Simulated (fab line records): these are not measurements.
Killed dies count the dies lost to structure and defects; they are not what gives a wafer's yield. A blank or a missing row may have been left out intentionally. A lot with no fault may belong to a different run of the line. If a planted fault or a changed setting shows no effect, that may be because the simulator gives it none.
fab line records	flow nand_harc
record lots=6	wafers=14	last_day=24
route steps=1159 shown A_CHANNEL_HOLE_D1@471 END@1159
lots that met no fault: from a run of the same line without faults
start_h: start of the lot's first displayed wafer, in hours after the record's first day	wait_h: time in hours since the lot's previous step	" as in the row above	L1.1+2: a single row standing in for several wafers	- value missing, or start not given	* or withheld: withheld	< > ~ a bound
route shown NAME@n: a module of which the file shows steps, and the number in the route of the first	usual: mean and standard deviation over wafers with no fault	same: alike in all rows	chamber/n: place in a boat	sites: the reading at each site	_std_site: the values' standard deviation	_edge_site: outer sites' mean less inner sites'	radius_mm: how far each site lies from the wafer's centre	mask NAME#n: copy n	behind: the tool/chamber that last shaped the wafer	hold: why the lot went on hold/how many hours it stayed there/how the hold came to an end	device: transistor that didn't switch, given as n, p or np	end of line: tests run on the same wafers once the route is complete	a step with no rows: only its recipe	killed: not the wafer's yield, but the dies lost to structure and defects at the first sort	map: a wafer's dies, marking killed ones x, the rest . and places with no die _
set.NAME: the setting the step ran with; set.NAME@STEP: the setting that earlier step ran with	model.NAME: the simulator's own value behind a step, which no gauge read
lots at selected steps of the route; one table per step, one row per wafer
services: a tool's chamber out of use, with start hour (start_h, from the record's first day; less than 0 if before it), hours out, and reason
## steps
# step NHARC_A_CHANNEL_HOLE_D1_ETCH_19
# recipe bias_v=1200	source_w=2500	pressure_mtorr=15	time_s=34.5	ar_flow_sccm=375	c4f8_flow_sccm=28.8	o2_flow_sccm=96.2	temp_c=-20	target_depth_a=*	chemistry=C4F8/O2/Ar
# usual drypump_motor_current_A=5.8/0.52	showerhead_plenum_p_Torr=3.79/0.075	throttle_valve_pct=37.039/0.0088
lot.wafer	tool	chamber	start_h	wait_h	drypump_motor_current_A	rf_hours_counter_h	showerhead_plenum_p_Torr	throttle_valve_pct
L840.6	har_etch-01	1	230.04	0.1	6.6	-	3.86	37.048
L845.2	har_etch-01	0	250.63	0.1	5.5	226	3.85	37.027
L845.4	"	0	"	"	5.5	-	3.85	37.030
L845.6	"	1	"	"	6.6	-	3.85	37.029
L843.1	har_etch-02	1	250.91	0.1	5.2	133	3.68	37.035
L849.4	har_etch-01	1	280.17	2.4	6.6	-	3.84	37.029
L849.5	"	1	"	"	6.6	-	3.84	37.046
L849.6	"	0	"	"	5.5	-	3.84	37.030
L854.2	har_etch-01	1	303.08	0.1	6.6	251	3.84	37.046
L854.1	"	0	"	"	5.5	251	3.84	37.039
L854.5	"	0	"	"	5.5	-	3.84	37.030
L853.4	har_etch-02	1	307.51	2.5	5.2	-	3.66	37.040
L853.6	"	0	"	"	5.8	-	3.79	37.038
L853.5	"	1	"	"	5.2	-	3.66	37.049
# step NHARC_A_CHANNEL_HOLE_D1_ETCH_20
# recipe bias_v=3000	source_w=withheld	pressure_mtorr=20	time_s=361.9	ar_flow_sccm=375	c4f8_flow_sccm=89.3	o2_flow_sccm=35.7	temp_c=-20	target_depth_a=16000	chemistry=C4F8/O2/Ar
# step NHARC_A_CHANNEL_HOLE_D1_ETCH_21
# recipe bias_v=3000	source_w=withheld	pressure_mtorr=20	time_s=514.3	ar_flow_sccm=375	c4f8_flow_sccm=89.3	o2_flow_sccm=35.7	temp_c=-20	target_depth_a=16000	chemistry=C4F8/O2/Ar
# step NHARC_A_CHANNEL_HOLE_D1_ETCH_22
# recipe bias_v=3000	source_w=withheld	pressure_mtorr=20	time_s=666.7	ar_flow_sccm=375	c4f8_flow_sccm=89.3	o2_flow_sccm=35.7	temp_c=-20	target_depth_a=16000	chemistry=C4F8/O2/Ar
# step NHARC_A_CHANNEL_HOLE_D1_ETCH_23
# recipe bias_v=5000	source_w=withheld	pressure_mtorr=20	time_s=819	ar_flow_sccm=375	c4f8_flow_sccm=89.3	o2_flow_sccm=35.7	temp_c=-20	target_depth_a=16000	chemistry=C4F8/O2/Ar
# usual drypump_motor_current_A=5.8/0.52	showerhead_plenum_p_Torr=3.75/0.072	throttle_valve_pct=32.155/0.0095
lot.wafer	tool	chamber	start_h	wait_h	drypump_motor_current_A	rf_hours_counter_h	showerhead_plenum_p_Torr	throttle_valve_pct
L840.6	har_etch-01	1	231.85	0.5	6.6	-	3.81	32.152
L845.2	har_etch-01	0	252.08	0.5	5.5	228	3.80	32.157
L845.4	"	0	"	"	5.5	-	3.80	32.154
L845.6	"	1	"	"	6.6	-	3.80	32.159
L843.1	har_etch-02	1	252.35	0.5	5.2	134	3.64	32.160
L849.4	har_etch-01	1	281.80	0.5	6.6	-	3.80	32.156
L849.5	"	1	"	"	6.6	-	3.80	32.154
L849.6	"	0	"	"	5.5	-	3.80	32.149
L854.2	har_etch-01	1	304.52	0.5	6.6	252	3.79	32.143
L854.1	"	0	"	"	5.5	252	3.79	32.156
L854.5	"	0	"	"	5.5	-	3.79	32.158
L853.4	har_etch-02	1	309.23	0.5	5.2	-	3.62	32.157
L853.6	"	0	"	"	5.8	-	3.74	32.152
L853.5	"	1	"	"	5.2	-	3.62	32.162
# step NHARC_A_CHANNEL_HOLE_D1_ETCH_24
# recipe bias_v=5000	source_w=withheld	pressure_mtorr=20	time_s=906.2	ar_flow_sccm=375	c4f8_flow_sccm=93.8	o2_flow_sccm=31.2	temp_c=-20	target_depth_a=15000	chemistry=C4F8/O2/Ar
# step NHARC_A_CHANNEL_HOLE_D1_ETCH_25
# recipe bias_v=5000	source_w=withheld	pressure_mtorr=20	time_s=1040.2	ar_flow_sccm=375	c4f8_flow_sccm=93.8	o2_flow_sccm=31.2	temp_c=-20	target_depth_a=15000	chemistry=C4F8/O2/Ar
# step NHARC_A_CHANNEL_HOLE_D1_ETCH_26
# recipe bias_v=300	source_w=2000	pressure_mtorr=30	time_s=224.1	ar_flow_sccm=375	c4f8_flow_sccm=11.4	o2_flow_sccm=113.6	temp_c=-20	target_depth_a=3000	chemistry=C4F8/O2/Ar
# usual drypump_motor_current_A=5.8/0.52	showerhead_plenum_p_Torr=3.79/0.075	throttle_valve_pct=24.583/0.0088
lot.wafer	tool	chamber	start_h	wait_h	drypump_motor_current_A	rf_hours_counter_h	showerhead_plenum_p_Torr	throttle_valve_pct
L840.6	har_etch-01	1	233.85	0.3	6.6	-	3.86	24.577
L845.2	har_etch-01	0	254.43	0.7	5.5	230	3.85	24.574
L845.4	"	0	"	"	5.5	-	3.85	24.588
L845.6	"	1	"	"	6.6	-	3.85	24.592
L843.1	har_etch-02	1	254.70	0.7	5.2	137	3.68	24.600
L849.4	har_etch-01	1	283.98	0.5	6.6	-	3.84	24.564
L849.5	"	1	"	"	6.6	-	3.85	24.579
L849.6	"	0	"	"	5.5	-	3.85	24.586
L854.2	har_etch-01	1	306.87	0.7	6.6	255	3.84	24.587
L854.1	"	0	"	"	5.5	255	3.84	24.580
L854.5	"	0	"	"	5.5	-	3.84	24.591
L853.4	har_etch-02	1	311.33	0.4	5.2	-	3.66	24.594
L853.6	"	0	"	"	5.8	-	3.79	24.605
L853.5	"	1	"	"	5.2	-	3.66	24.595
# step NHARC_A_CHANNEL_HOLE_D1_ETCH_33
# recipe bias_v=400	source_w=2000	pressure_mtorr=25	time_s=90	ar_flow_sccm=375	c4f8_flow_sccm=41.7	o2_flow_sccm=83.3	temp_c=-20	target_depth_a=4000	chemistry=C4F8/O2/Ar
# usual drypump_motor_current_A=5.8/0.52	showerhead_plenum_p_Torr=3.79/0.074	throttle_valve_pct=27.619/0.0086
lot.wafer	tool	chamber	start_h	wait_h	drypump_motor_current_A	rf_hours_counter_h	showerhead_plenum_p_Torr	throttle_valve_pct
L840.6	har_etch-01	1	234.04	0.2	6.6	-	3.85	27.620
L845.2	har_etch-01	0	254.63	0.2	5.5	230	3.85	27.604
L845.4	"	0	"	"	5.5	-	3.85	27.615
L845.6	"	1	"	"	6.6	-	3.85	27.609
L843.1	har_etch-02	1	254.91	0.2	5.2	137	3.67	27.621
L849.4	har_etch-01	1	284.18	0.2	6.6	-	3.84	27.595
L849.5	"	1	"	"	6.6	-	3.84	27.620
L849.6	"	0	"	"	5.5	-	3.84	27.619
L854.2	har_etch-01	1	307.06	0.2	6.6	255	3.83	27.631
L854.1	"	0	"	"	5.5	255	3.83	27.626
L854.5	"	0	"	"	5.5	-	3.83	27.613
L853.4	har_etch-02	1	311.53	0.2	5.2	-	3.66	27.616
L853.6	"	0	"	"	5.8	-	3.78	27.624
L853.5	"	1	"	"	5.2	-	3.66	27.614
# step NHARC_A_CHANNEL_HOLE_D1_STRIP_41
# recipe n2_flow_sccm=150	h2_flow_sccm=150	ar_flow_sccm=0	bias_w=0	chemistry=N2/H2
# step NHARC_A_CHANNEL_HOLE_D1_STRIP_42
# recipe cf4_flow_sccm=100	chf3_flow_sccm=30	ar_flow_sccm=0	bias_w=0	chemistry=CF4/CHF3
# step NHARC_A_CHANNEL_HOLE_D1_STRIP_43
# recipe o2_flow_sccm=400	cos_flow_sccm=20	ar_flow_sccm=0	bias_w=0	chemistry=O2/COS
# step NHARC_A_CHANNEL_HOLE_D1_ETCH_44
# recipe target_depth_a=1400	overetch_a=140	time_s=77	ion_energy_ev=100	cf4_flow_sccm=80	o2_flow_sccm=20	ar_flow_sccm=0	rf_w=300	bias_w=100	chemistry=CF4/O2
# usual bias_w=99.97/0.29	drypump_motor_current_A=5.7/0.41	oes_f_703_au=1.001/0.0046	oes_product_au=1.002/0.012	rf_vpp_V=198.1/1.2	showerhead_plenum_p_Torr=1.36/0.047	throttle_valve_pct=13.398/0.0094
lot.wafer	tool	chamber	start_h	wait_h	bias_w	drypump_motor_current_A	oes_f_703_au	oes_product_au	rf_hours_counter_h	rf_vpp_V	showerhead_plenum_p_Torr	throttle_valve_pct
L840.6	rie_diel-11	1	234.69	0.1	100.11	5.2	1.001	0.946	-	198.7	1.35	13.388
L845.4	rie_diel-12	1	255.37	0.1	100.05	6.3	1.005	1.002	3	199.5	1.41	13.405
L845.2	"	3	"	"	99.79	6.1	1.001	1.018	5	196.9	1.30	13.386
L845.6	"	1	"	"	99.53	6.3	1.002	0.994	-	200.6	1.41	13.411
L843.1	rie_diel-11	1	255.68	0.1	100.11	5.2	0.994	0.946	4	196.8	1.35	13.404
L849.4	rie_diel-03	3	284.86	0.1	100.03	5.7	1.002	0.983	4	197.0	1.26	13.419
L849.6	"	3	"	"	100.00	5.7	1.001	0.988	-	195.9	1.26	13.381
L849.5	"	0	"	"	100.28	6.4	0.993	1.021	-	197.9	1.38	13.403
L854.1	rie_diel-03	3	307.82	0.1	99.55	5.6	1.004	0.977	5	196.2	1.26	13.406
L854.2	"	0	"	"	99.84	6.4	1.001	1.006	5	197.9	1.38	13.407
L854.5	"	2	"	"	100.06	5.8	1.002	0.999	-	196.5	1.31	13.398
L853.4	rie_diel-12	0	312.20	0.1	100.43	5.7	1.002	1.013	8	200.2	1.43	13.394
L853.6	"	3	"	"	99.67	6.1	1.003	1.009	-	196.9	1.29	13.389
L853.5	"	0	"	"	99.97	5.7	0.997	1.012	-	198.7	1.43	13.408
# step NHARC_A_CHANNEL_HOLE_D1_STRIP_27
# recipe o2_flow_sccm=500	ar_flow_sccm=0	bias_w=0	chemistry=O2
# usual drypump_motor_current_A=5.7/0.41	oes_product_au=1.003/0.012	rf_vpp_V=58.1/0.79	showerhead_plenum_p_Torr=3.58/0.12	throttle_valve_pct=17.036/0.009
# same bias_w=0
lot.wafer	tool	chamber	start_h	wait_h	drypump_motor_current_A	oes_product_au	rf_hours_counter_h	rf_vpp_V	showerhead_plenum_p_Torr	throttle_valve_pct
L840.6	rie_diel-11	1	-	-	5.2	0.992	-	57.5	3.56	17.031
L845.4	rie_diel-12	3	-	-	6.1	1.021	5	57.4	3.43	17.043
L845.2	"	0	"	"	5.8	1.017	4	58.4	3.77	17.029
L845.6	"	3	"	"	6.1	1.007	-	57.4	3.43	17.014
L843.1	rie_diel-11	1	-	-	5.2	0.986	4	58.4	3.56	17.029
L849.4	rie_diel-03	1	-	-	5.2	0.986	4	57.0	3.51	17.037
L849.6	"	0	"	"	6.4	1.016	-	57.5	3.64	17.029
L849.5	"	1	"	"	5.3	0.997	-	58.1	3.51	17.033
L854.2	rie_diel-03	0	-	-	6.4	1.003	5	58.4	3.64	17.023
L854.1	"	3	"	"	5.7	0.973	5	58.6	3.34	17.040
L854.5	"	0	"	"	6.4	1.015	-	60.0	3.64	17.032
L853.4	rie_diel-12	3	-	-	6.1	1.005	9	58.5	3.43	17.039
L853.6	"	3	"	"	6.1	1.008	-	56.2	3.42	17.046
L853.5	"	0	"	"	5.7	1.018	-	57.6	3.76	17.022
# step NHARC_END_SORT_01
# recipe temp_c=25
# usual killed_at_array=28/11	killed_at_other=0.8/1.1	killed_at_periphery=3.3/2.8	killed_dies=32/11	killed_open=3.3/1.9	killed_short=1.9/1.4
# same gross_dies=677
lot.wafer	tool	chamber	start_h	wait_h	killed_at_array	killed_at_other	killed_at_periphery	killed_dies	killed_open	killed_short
L840.6	prober-01	0	506.45	4.0	230	1	2	233	2	2
L843.1	prober-02	0	513.88	2.5	227	1	6	234	8	3
L849.4	prober-02	0	563.34	3.4	38	0	1	39	2	0
L849.5	prober-02	0	564.13	3.7	45	0	2	47	3	0
L849.6	prober-02	0	564.93	4.0	41	2	2	45	3	1
L853.4	prober-01	0	571.16	3.4	14	0	5	19	4	2
L853.5	prober-01	0	571.96	3.7	20	0	3	23	5	4
L853.6	prober-01	0	572.76	4.0	20	0	5	25	5	2
# killed by level:class
L840.6 A_CHANNEL_HOLE_D1:area_etch=196 A_CHANNEL_HOLE_D1:chamber_film_flake=13 A_SLIT:chamber_film_flake=8 A_STAIRCASE:chamber_film_flake=3 A_CONTACT:chamber_film_flake=3 A_CONTACT:geometric_particle:open=2 A_ZERO_WELL:chamber_film_flake=2 P_GATE:chamber_film_flake=2
L843.1 A_CHANNEL_HOLE_D1:area_etch=192 A_SLIT:chamber_film_flake=11 A_CHANNEL_HOLE_D1:chamber_film_flake=5 A_STAIRCASE:chamber_film_flake=4 A_BLC:chamber_film_flake=4 A_CONTACT:chamber_film_flake=3 A_SOURCE_PLATE:geometric_particle:open=2 A_BLC:geometric_particle:open=2
L849.4 A_CHANNEL_HOLE_D1:chamber_film_flake=20 A_SLIT:chamber_film_flake=15 A_STAIRCASE:chamber_film_flake=2 P_GATE:geometric_particle:open=1 A_M0:geometric_particle:open=1
L849.5 A_CHANNEL_HOLE_D1:chamber_film_flake=24 A_SLIT:chamber_film_flake=18 P_GATE:geometric_particle:open=1 P_M0:geometric_particle:open=1 A_BLC:geometric_particle:open=1 A_STAIRCASE:chamber_film_flake=1 A_CONTACT:chamber_film_flake=1
L849.6 A_CHANNEL_HOLE_D1:chamber_film_flake=26 A_SLIT:chamber_film_flake=11 A_CONTACT:chamber_film_flake=2 P_CONTACT:geometric_particle:open=1 P_M0:geometric_particle:open=1 A_ONON_D1:geometric_particle:open=1 A_CHANNEL_FILL_D1:geometric_particle:short=1 THIN_TSV:chamber_film_flake=1
L853.4 A_CONTACT:chamber_film_flake=7 P_ZERO_WELL:chamber_film_flake=3 A_CHANNEL_HOLE_D1:chamber_film_flake=2 P_GATE:geometric_particle:open=1 P_M0:geometric_particle:open=1 A_CHANNEL_HOLE_D1:geometric_particle:short=1 A_CHANNEL_FILL_D1:geometric_particle:short=1 A_CONTACT:geometric_particle:open=1
L853.5 A_CHANNEL_HOLE_D1:chamber_film_flake=6 A_CONTACT:chamber_film_flake=4 A_STAIRCASE:chamber_film_flake=3 P_CONTACT:geometric_particle:open=2 A_CHANNEL_FILL_D1:geometric_particle:open=2 A_CHANNEL_FILL_D1:geometric_particle:short=2 A_SGD_CUT:geometric_particle:short=1 A_WL_FILL:geometric_particle:short=1
L853.6 A_CHANNEL_HOLE_D1:chamber_film_flake=6 A_CONTACT:chamber_film_flake=5 P_M0:geometric_particle:open=2 A_CHANNEL_FILL_D1:geometric_particle:short=2 P_ZERO_WELL:chamber_film_flake=2 A_CHANNEL_FILL_D1:geometric_particle:open=1 A_CONTACT:geometric_particle:open=1 A_BLC:geometric_particle:open=1
# map L840.6 (x killed, . not)
____________x____________
_________...xx.._________
_______.xx.x..x..._______
______x.x.........x______
_____..xx......x...x_____
____xx........x...xxx____
____x.......x....x...____
___xxxx.....x.......xx___
___xxx...............x___
__x.xx.x..............x__
__xx.x...x......x...xxx__
_xx.x.............x...x._
_x...x......x........x.._
_xx..x.......xxx......x._
_.xx...x.x....x.....x..._
_x.x..x......x.........x_
x.x.xx.x..x.xxx...x..x...
xx..x.........xx.....xxx.
x...x......x.....xx..x...
xx..xx.........x.......x.
xxx....................xx
_..x............x....xx._
_xxxx..x...........x.x.._
_..x.....x.............._
_xxxxxx..x.........x...._
_xxx....xx.........x.xx._
__xx..xxxxx..........x.__
__xxxxxxx...x...x...x.x__
___xx...xx.x..x....xxx___
___xxxx.x.xx...xx....x___
____x.xxxx..x..x.xxxx____
____..xxxx..x..xx.xx.____
_____xxxxxxx.x.x.x.._____
______xxxxxx.xxxx..______
_______xxxxxxx.xx._______
_________xxxxxx._________
____________x____________
# map L843.1 (x killed, . not)
____________.____________
_________xxxxxx._________
_______x..x..xxxx._______
______xx.x.xx......______
_____xxx.xxxx...x..x_____
____xxxx.xx...xxxxxxx____
____xxxxx....x.x.x.x.____
___xxxxxxx..x...xxx..x___
___xxxx.........x.x.x.___
__xxxxxx.x.x.x..x...x.x__
__xx.xx....x......x....__
_xxxx..............x...x_
_x.xx.............x....._
_xx.x.x......x.......x.._
_xxxx.x..x.........xx..._
_x...x.x.....x........x._
xx.xx................x.xx
.xx........x...x.....x.x.
xx....x....x..x..........
xx.xx....................
xxx.x.x.......x..........
_x....x.............x..._
_x...x.xxx.........x..x._
_....x..........x......._
_x....x.........x.x...x._
_xxxxx.xxx.......xx.x..._
__x.x..x...............__
__x..x.xx........x....x__
___xxx......x......x..___
___.x...x..x........x.___
____x.xxx.x....x..x..____
____x..xxxxx.x.xx.xxx____
_____xxx....xx...xxx_____
______xxx.x..xx.x..______
_______xxxx.xx...._______
_________xxx..xx_________
____________x____________
## services
tool	chamber	start_h	hours	kind
rie_diel-12	3	210.09	2.5	repair
rie_diel-12	0	211.40	-	clean
rie_diel-12	1	211.40	-	clean
rie_diel-12	2	211.40	-	clean
rie_diel-03	-	215.30	9.0	pm
rie_diel-03	0	215.30	9.0	vent_cycle
rie_diel-03	1	215.30	9.0	vent_cycle
rie_diel-03	2	215.30	9.0	vent_cycle
rie_diel-03	3	215.30	9.0	vent_cycle
rie_diel-03	0	224.30	-	clean
rie_diel-03	1	224.30	-	clean
rie_diel-03	2	224.30	-	clean
rie_diel-03	3	224.30	-	clean
rie_diel-12	0	235.90	-	clean
rie_diel-12	1	235.90	-	clean
rie_diel-12	2	235.90	-	clean
rie_diel-12	3	235.90	-	clean
rie_diel-03	0	248.80	-	clean
rie_diel-03	1	248.80	-	clean
rie_diel-03	2	248.80	-	clean
rie_diel-12	3	282.34	5.2	repair
har_etch-01	-	307.25	17.0	pm
har_etch-01	0	307.25	17.0	vent_cycle
har_etch-01	1	307.25	17.0	vent_cycle
## key
first_sign step=NHARC_A_CHANNEL_HOLE_D1_ETCH_44	reading=oes_product_au	direction=down	sigmas=4.7	usual=1.002	struck=0.946
effect step=NHARC_END_SORT_01	reading=killed_at_array	direction=up	sigmas=18	usual=28	struck=228
more_kills_born_at NHARC_A_CHANNEL_HOLE_D1_ETCH_44@rie_diel-11=388
met_at NHARC_A_CHANNEL_HOLE_D1_ETCH_44
struck_wafers L840.6,L843.1
tester_left_out L840,L843
fault kind=process_parameter_drift	tool=rie_diel-11	chamber=-	onset_h=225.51	steps=NHARC_A_CHANNEL_HOLE_D1_ETCH_44	channel=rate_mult	offset=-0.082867	shape=step	end_h=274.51
# tester_left_out: of these lots the tester's yield and bins aren't shown, on N5 and GAA mostly nor the transistor test; their killed dies are dies lost to structure and defects alone, not to doping, threshold or leakage, so they don't give the yield
